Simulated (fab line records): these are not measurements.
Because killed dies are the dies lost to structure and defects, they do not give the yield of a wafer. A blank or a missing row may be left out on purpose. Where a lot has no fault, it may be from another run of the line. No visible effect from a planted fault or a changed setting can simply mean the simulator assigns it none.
Problem report, 8D (eight disciplines) form, completed by code + flow nand-harc + the parts of the form that need people (team, actions taken, sign-off) are left out

## 1. WHAT IS WRONG
killed-dies at NHARC_END_SORT_01 reads a mean of 665 on 3 wafers of 3 lots; wafers without a fault read 63 with a standard deviation of 20. Measured from the usual mean, that is +30 standard deviations.
Seen first at day 28 10:50 on prober-01, wafer L274.1. The record holds 8 wafers of 3 lots with a number at this step. The rule behind "out" and "out of limits": a value lying over 4 standard deviations away from the usual mean. Any other wafer with a number is counted as sound.

## 2. WHAT THIS IS AND IS NOT
| question                    | is                           | is not                                                                         |
|-----------------------------|------------------------------|--------------------------------------------------------------------------------|
| which readings at this step | killed-dies, killed-at-array | killed-at-other, killed-open, killed-short                                     |
| which lots                  | L274, L276, L277             | -                                                                              |
| which wafers of those lots  | L274.1, L276.5, L277.5       | L274.2, L274.3, L276.2, L276.6, L277.3                                         |
| read on which gauges        | prober-01, prober-02         | -                                                                              |
| when                        | from day 28 10:50            | up to then (0 sound wafers); but 5 sound wafers of L274, L276, L277 came after |

## 3. WHAT RULES OUT EACH SUSPECT
Counting: if a tool at a process step up to the reading ran every lot that is out, it stays a suspect. Sound lots after the first of them don't rule it out here, since some wafers of a struck lot are sound.
- the gauge at NHARC_END_SORT_01: ruled out. 2 gauges (prober-01, prober-02) read the wafers that are out.
- plasma-asher-02 at NHARC_A_STAIRCASE_STRIP_175 (strips in O2): kept. It ran every lot that is out, first L274 (day 20 01:36).
- rie-diel-06 at NHARC_A_STAIRCASE_TRIM_193 (chemistry O2, time 211.2 s): kept. It ran every lot that is out, first L274 (day 20 04:12). Because NHARC_A_STAIRCASE_TRIM_193 lacks a start for some lots, the hours and order of its lots are taken from NHARC_A_STAIRCASE_ETCH_194.
- rie-diel-06 at NHARC_A_STAIRCASE_ETCH_194 (etches the open film in C4F8/O2, target depth 100 nm, time 40.5 s): kept. It ran every lot that is out, first L274 (day 20 04:12). Out on those wafers are its own readings of oes-product-au.
After the count, these remain: plasma-asher-02 at NHARC_A_STAIRCASE_STRIP_175, rie-diel-06 at NHARC_A_STAIRCASE_TRIM_193 and rie-diel-06 at NHARC_A_STAIRCASE_ETCH_194.

## 4. THE CAUSE (what the simulator had put in)
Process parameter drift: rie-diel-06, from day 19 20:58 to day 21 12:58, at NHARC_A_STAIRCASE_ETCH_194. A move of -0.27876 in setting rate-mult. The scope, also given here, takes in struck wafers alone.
Counting left 3 suspects, and this tool is among them.

## 5. THE CHAIN OF EFFECTS, in route order
Rows list readings where the struck wafers' mean (over those with a number) sits beyond 3 standard deviations from the usual. Only readings whose record carries a usual standard deviation are examined. hours: median over the lots of the time between each lot's start at the first step of this table that gives one and its start at this step. sigmas: the change, counted in usual standard deviations.
| hours | step                       | reading         | usual      | on struck wafers | change | sigmas |
|-------|----------------------------|-----------------|------------|------------------|--------|--------|
| 0     | NHARC_A_STAIRCASE_ETCH_194 | oes-product-au  | 0.938 a.u. | 0.772            | -0.166 | -14    |
| 199   | NHARC_END_SORT_01          | killed-at-array | 58         | 655              | +597   | +30    |
| 199   | NHARC_END_SORT_01          | killed-dies     | 63         | 665              | +602   | +30    |
It contains these process steps:
- NHARC_A_STAIRCASE_ETCH_194: etches the open film in C4F8/O2, target depth 100 nm, time 40.5 s.

## 6. WHAT WOULD HAVE CAUGHT IT SOONER
In this record the first reading out of limits at a measuring or inspecting step was taken at day 28 10:50, 206 hours after the fault began at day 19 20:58.
The tool's own readings at NHARC_A_STAIRCASE_ETCH_194 were out on every struck wafer that the step has a row for (oes-product-au): an alarm limit on them would have fired on the first of those.
Lots out: 3; all had begun NHARC_A_STAIRCASE_ETCH_194 on rie-diel-06 by day 28 10:50. None of them would have been spared by holding the tool at that moment.
